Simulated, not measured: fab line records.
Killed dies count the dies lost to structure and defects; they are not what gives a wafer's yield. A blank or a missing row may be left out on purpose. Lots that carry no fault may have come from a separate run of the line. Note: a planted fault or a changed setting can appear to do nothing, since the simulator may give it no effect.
Which tool is to blame? | flow n5Finfet | 9 lots, 27 wafers sampled, at 5 steps of a route of 1938

## WHAT THE GAUGES SHOWED, per wafer
N5_FIN_CUT_OVL_MEAS_09. Usual: FIN_CUT_OVL 0.0 nm, standard deviation 0.75.
lot  | measured    | on         | FIN_CUT_OVL (nm) | flag
L706 | day 2 21:42 | overlay-01 | 1.2 0.8 -0.1     | 
L707 | day 3 05:42 | overlay-01 | 0.4 0.0 -0.3     | 
L708 | day 3 09:42 | overlay-02 | 0.6 -0.4 -0.9    | 
L712 | day 4 09:37 | overlay-02 | 0.0 0.7 1.1      | 
L716 | day 5 10:32 | overlay-01 | 0.3 0.8 0.8      | 
L717 | day 5 15:59 | overlay-02 | 2.3 0.1 0.2      | 
L723 | day 7 02:48 | overlay-02 | -0.8 0.2 0.4     | 
L724 | day 7 09:37 | overlay-02 | 0.4 -0.2 0.6     | 
L725 | day 7 14:40 | overlay-01 | 0.0 0.4 -1.2     | 

N5_BEOL_M4_RC_MEAS_101. Usual: DIBL_N 36.0 mV/V, standard deviation 1.7; DIBL_P 36.0 mV/V, standard deviation 2; IOFF_N 0.156 nA/um, standard deviation 0.028; IOFF_P 0.21 nA/um, standard deviation 0.04; ION_N 673 uA/um, standard deviation 12; ION_P 463 uA/um, standard deviation 8.3; SS_N 71.4 mV/dec, standard deviation 0.6; SS_P 73.3 mV/dec, standard deviation 0.66; VT_N 250 mV, standard deviation 3; VT_P -250 mV, standard deviation 3.8.
lot  | measured     | on        | DIBL_N (mV/V)  | DIBL_P (mV/V)  | IOFF_N (nA/um)    | IOFF_P (nA/um) | ION_N (uA/um) | ION_P (uA/um) | SS_N (mV/dec)  | SS_P (mV/dec)  | VT_N (mV)   | VT_P (mV)      | flag
L706 | day 8 11:33  | prober-02 | 36.9 36.9 34.7 | 36.3 35.9 34.3 | 0.167 0.153 0.123 | 0.18 0.18 0.16 | 677 660 672   | 461 448 457   | 71.3 71.9 70.7 | 73.6 73.7 72.6 | 250 255 254 | -254 -255 -254 | 
L707 | day 8 13:30  | prober-01 | 36.4 35.6 35.0 | 39.0 36.4 36.8 | 0.167 0.153 0.141 | 0.26 0.22 0.21 | 684 667 660   | 469 466 462   | 72.0 71.8 70.9 | 73.6 72.4 73.0 | 249 253 251 | -245 -247 -249 | 
L708 | day 8 22:27  | prober-01 | 34.8 37.8 35.3 | 33.7 38.1 34.2 | 0.118 0.169 0.136 | 0.18 0.24 0.18 | 652 669 672   | 454 465 463   | 71.3 72.4 71.1 | 73.1 73.7 72.9 | 255 250 250 | -252 -246 -252 | 
L712 | day 10 00:16 | prober-02 | 37.0 36.4 36.6 | 36.3 35.2 36.0 | 0.172 0.160 0.163 | 0.20 0.18 0.19 | 684 684 682   | 466 468 461   | 72.0 71.0 71.5 | 73.8 73.5 73.7 | 248 248 251 | -253 -253 -253 | 
L716 | day 11 03:14 | prober-01 | 36.4 34.0 35.7 | 37.6 35.2 37.5 | 0.171 0.133 0.155 | 0.28 0.25 0.28 | 694 680 688   | 480 485 480   | 71.3 70.9 71.4 | 73.8 73.3 74.7 | 248 249 248 | -240 -243 -244 | 
L717 | day 11 05:07 | prober-01 | 35.5 37.3 37.1 | 34.7 36.9 37.1 | 0.141 0.182 0.174 | 0.20 0.23 0.24 | 656 684 688   | 460 472 467   | 70.8 71.4 71.6 | 73.3 72.7 73.9 | 254 249 249 | -251 -248 -248 | 
L723 | day 13 12:47 | prober-01 | 38.1 37.2 38.8 | 38.5 36.4 38.3 | 0.208 0.179 0.202 | 0.24 0.20 0.25 | 692 673 686   | 468 455 466   | 71.7 71.9 72.1 | 73.9 73.5 74.6 | 247 249 246 | -249 -254 -250 | 
L724 | day 13 08:37 | prober-02 | 34.3 34.2 34.4 | 34.3 33.8 34.6 | 0.137 0.136 0.143 | 0.20 0.19 0.21 | 671 672 675   | 463 468 472   | 71.6 70.3 70.9 | 73.4 72.6 73.2 | 252 250 249 | -247 -249 -245 | 
L725 | day 13 10:40 | prober-01 | 35.1 36.1 35.9 | 35.2 36.0 36.8 | 0.132 0.156 0.150 | 0.16 0.18 0.19 | 676 674 680   | 463 461 462   | 70.9 71.5 71.0 | 72.4 73.2 72.9 | 251 250 251 | -254 -256 -253 | 

## WHICH TOOL RAN EACH LOT (tool, then ch and the chambers of the sampled wafers, then the start)
lot  | N5_FIN_CUT_CUT_ETCH_27           | N5_STI_FIN_REVEAL_CMP_04     | N5_STI_FIN_REVEAL_ETCH_34
L706 | rieDiel-05 ch 0,1,2, day 2 22:16 | cmp-02 ch 0,2,3, day 3 06:03 | rieSi-04 ch 0,1,3, day 3 08:53
L707 | rieDiel-02 ch 1,3, day 3 06:16   | cmp-03 ch 0,3, day 3 12:14   | rieSi-04 ch 0,1, day 3 15:13
L708 | rieDiel-02 ch 0,1,3, day 3 10:16 | cmp-02 ch 0,1,3, day 3 15:50 | rieSi-04 ch 1,2,3, day 3 18:46
L712 | rieDiel-02 ch 0,1,2, day 4 10:12 | cmp-01 ch 0,1,2, day 4 15:56 | rieSi-04 ch 0,1,2, day 4 19:16
L716 | rieDiel-04 ch 0,2,3, day 5 11:06 | cmp-01 ch 0,2,3, day 5 16:44 | rieSi-05 ch 0,2,3, day 5 19:41
L717 | rieDiel-05 ch 0,1,2, day 5 16:33 | cmp-03 ch 1,2,3, day 5 22:11 | rieSi-05 ch 1,2,3, day 6 01:17
L723 | rieDiel-02 ch 1,2, day 7 03:23   | cmp-02 ch 0,1,2, day 7 10:23 | rieSi-05 ch 1,2,3, day 7 13:46
L724 | rieDiel-05 ch 1,3, day 7 10:11   | cmp-03 ch 0,1,3, day 7 15:56 | rieSi-02 ch 0,1,2, day 7 19:02
L725 | rieDiel-05 ch 1,3, day 7 15:14   | cmp-02 ch 0,1,2, day 7 20:59 | rieSi-04 ch 0,1,3, day 7 23:56
- N5_FIN_CUT_CUT_ETCH_27: etches SiO2 in CHF3/O2, target depth 4 nm, overetch 2 nm, time 4.9 s.
- N5_STI_FIN_REVEAL_CMP_04: polishes, stops on Si3N4, t overpolish 4 s, target thk 131.83 nm.
- N5_STI_FIN_REVEAL_ETCH_34: etches Si in H2, material Si, target depth 0.97 nm.

## AS READ BY THE TOOLS THEMSELVES (means over the sampled wafers that have a number; for cases with no such wafer, the mark the record gives instead)
N5_FIN_CUT_CUT_ETCH_27. Usual: drypumpMotorCurrentA 5.9 A, standard deviation 0.58; oesProductAu 0.60 a.u., standard deviation 0.061; rfFwdPowerW 644 W, standard deviation 3.4; rfVppV 520 V, standard deviation 10; showerheadPlenumPTorr 2.39 Torr, standard deviation 0.079; throttleValvePct 18.88 %, standard deviation 0.2.
lot  | tool       | drypumpMotorCurrentA (A) | oesProductAu (a.u.) | rfFwdPowerW (W) | rfVppV (V) | showerheadPlenumPTorr (Torr) | throttleValvePct (%) | flag
L706 | rieDiel-05 | 5.8                      | 0.59                | 644             | 513        | 2.40                         | 18.82                | 
L707 | rieDiel-02 | 6.4                      | 0.61                | 644             | 522        | 2.41                         | 18.97                | 
L708 | rieDiel-02 | 5.9                      | 0.58                | 645             | 520        | 2.36                         | 18.95                | 
L712 | rieDiel-02 | 6.0                      | 0.60                | 644             | 519        | 2.37                         | 19.01                | 
L716 | rieDiel-04 | 5.5                      | 0.55                | 642             | 526        | 2.42                         | 18.94                | 
L717 | rieDiel-05 | 5.9                      | 0.64                | 645             | 513        | 2.40                         | 18.71                | 
L723 | rieDiel-02 | 6.5                      | 0.63                | 640             | 519        | 2.42                         | 19.12                | 
L724 | rieDiel-05 | 6.1                      | 0.63                | 641             | 521        | 2.32                         | 18.65                | 
L725 | rieDiel-05 | 5.8                      | 0.62                | 642             | 514        | 2.33                         | 18.66                | 

N5_STI_FIN_REVEAL_CMP_04. Usual: motorCurrentA 7.8 A, standard deviation 0.75; overpolishRunS 4.000 s, standard deviation 0.0093; retainingRingPressureFrac 1.000, standard deviation 0.0053; timeToEndpointS 101 s, standard deviation 5.1.
lot  | tool   | motorCurrentA (A) | overpolishRunS (s) | retainingRingPressureFrac | timeToEndpointS (s) | flag
L706 | cmp-02 | 7.4               | 3.996              | 1.007                     | 99                  | 
L707 | cmp-03 | 7.5               | 4.010              | 1.003                     | 103                 | 
L708 | cmp-02 | 7.4               | 3.994              | 1.003                     | 101                 | 
L712 | cmp-01 | 8.3               | 4.001              | 0.991                     | 99                  | 
L716 | cmp-01 | 7.9               | 4.001              | 0.999                     | 181                 | OFF
L717 | cmp-03 | 8.3               | 4.005              | 1.002                     | 105                 | 
L723 | cmp-02 | 7.8               | 4.003              | 1.001                     | 97                  | 
L724 | cmp-03 | 7.9               | 3.994              | 1.005                     | 100                 | 
L725 | cmp-02 | 7.7               | 4.008              | 0.996                     | 99                  | 

N5_STI_FIN_REVEAL_ETCH_34. Usual: drypumpMotorCurrentA 5.6 A, standard deviation 0.61; oesProductAu 1.003 a.u., standard deviation 0.017; rfFwdPowerW 297.0 W, standard deviation 1.4; throttleValvePct 25.8 %, standard deviation 0.31.
lot  | tool     | drypumpMotorCurrentA (A) | oesProductAu (a.u.) | rfFwdPowerW (W) | throttleValvePct (%) | flag
L706 | rieSi-04 | 5.6                      | 1.000               | 298.4           | 25.7                 | 
L707 | rieSi-04 | 6.1                      | 0.995               | 298.8           | 25.5                 | 
L708 | rieSi-04 | 5.4                      | 1.010               | 296.8           | 25.7                 | 
L712 | rieSi-04 | 6.0                      | 0.997               | 297.2           | 25.5                 | 
L716 | rieSi-05 | 5.6                      | 1.007               | 296.7           | 25.9                 | 
L717 | rieSi-05 | 5.6                      | 1.008               | 296.9           | 26.1                 | 
L723 | rieSi-05 | 5.6                      | 1.004               | 296.5           | 26.1                 | 
L724 | rieSi-02 | 5.5                      | 1.005               | 297.4           | 25.9                 | 
L725 | rieSi-04 | 5.6                      | 0.996               | 298.3           | 25.7                 | 

## THE ANSWER, worked out from the rows above alone
Rule: a lot counts as off when the mean over its wafers that have a number is more than 3 standard deviations away from the usual mean. A lot without any number at a reading at which 4 lots or more have one is off too. All remaining lots with rows at the step are treated as sound. After the gauges, taken in route order, come the tools' own readings; for these a lot's mean is taken, as printed above. The first step at which some lot is off is used, and at that step the reading that is off furthest; a lot without a number counts as furthest.
Off at N5_STI_FIN_REVEAL_CMP_04 (timeToEndpointS): L716.
A tool fits if, at that step or a process step before it, it ran every lot that is off, and no sound lot after the first of them. This does not decide it: 2 tools fit, namely rieDiel-04 at N5_FIN_CUT_CUT_ETCH_27 and cmp-01 at N5_STI_FIN_REVEAL_CMP_04.

## WHAT HAD BEEN PUT IN BY THE SIMULATOR
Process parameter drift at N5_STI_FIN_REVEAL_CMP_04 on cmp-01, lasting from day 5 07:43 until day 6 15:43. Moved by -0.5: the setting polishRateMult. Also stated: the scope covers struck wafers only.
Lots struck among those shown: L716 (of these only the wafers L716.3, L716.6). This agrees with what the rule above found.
